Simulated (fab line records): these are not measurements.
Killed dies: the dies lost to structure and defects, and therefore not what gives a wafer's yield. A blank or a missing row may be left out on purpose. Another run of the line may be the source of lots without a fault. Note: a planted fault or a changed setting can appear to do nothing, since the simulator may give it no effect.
Chamber matching | flow nand harc | NHARC_P_M1_DEP_33 on pecvd-04: 3 sister chambers
The step deposits SiCN, target thk 30 nm. 3 wafers are shown with their chamber, then 7 later ones without.

WAFERS WITH THEIR CHAMBER
wafer  | chamber | heater power w (W)
L079.1 | 0       | 677
L081.1 | 2       | 630
L081.2 | 1       | 683

WAFERS WITH NO CHAMBER GIVEN
wafer  | heater power w (W)
L081.5 | 677
L086.1 | 620
L086.3 | 666
L086.6 | 618
L089.1 | 740
L089.3 | 625
L089.4 | 682

WHICH CHAMBER EACH WENT THROUGH
wafer  | from the rows above          | in truth
L081.5 | can't be placed: 0 or 1      | 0
L086.1 | 2                            | 2
L086.3 | can't be placed: 0 or 1 or 2 | 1
L086.6 | 2                            | 2
L089.1 | can't be placed: 1 or 0      | 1
L089.3 | 2                            | 2
L089.4 | can't be placed: 1 or 0      | 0
Placed correctly: 3 of 7. Cannot be placed on the basis of these rows: 4; the candidates contain the true chamber in 4. 0 placed wrongly.
How it was worked out, from the rows above alone: a wafer's distance from a chamber is the root of the sum, over the readings, of the square of ((its reading less the chamber's mean) divided by the reading's scatter). If the next closest chamber is less than 2 further off than the closest, the wafer can't be placed; otherwise it belongs to the closest. For every chamber, the mean is computed from those of its wafers that are shown. The scatter: with one shown wafer a chamber, the root of the mean of the squares of how far each hidden wafer lies from its nearest shown one.
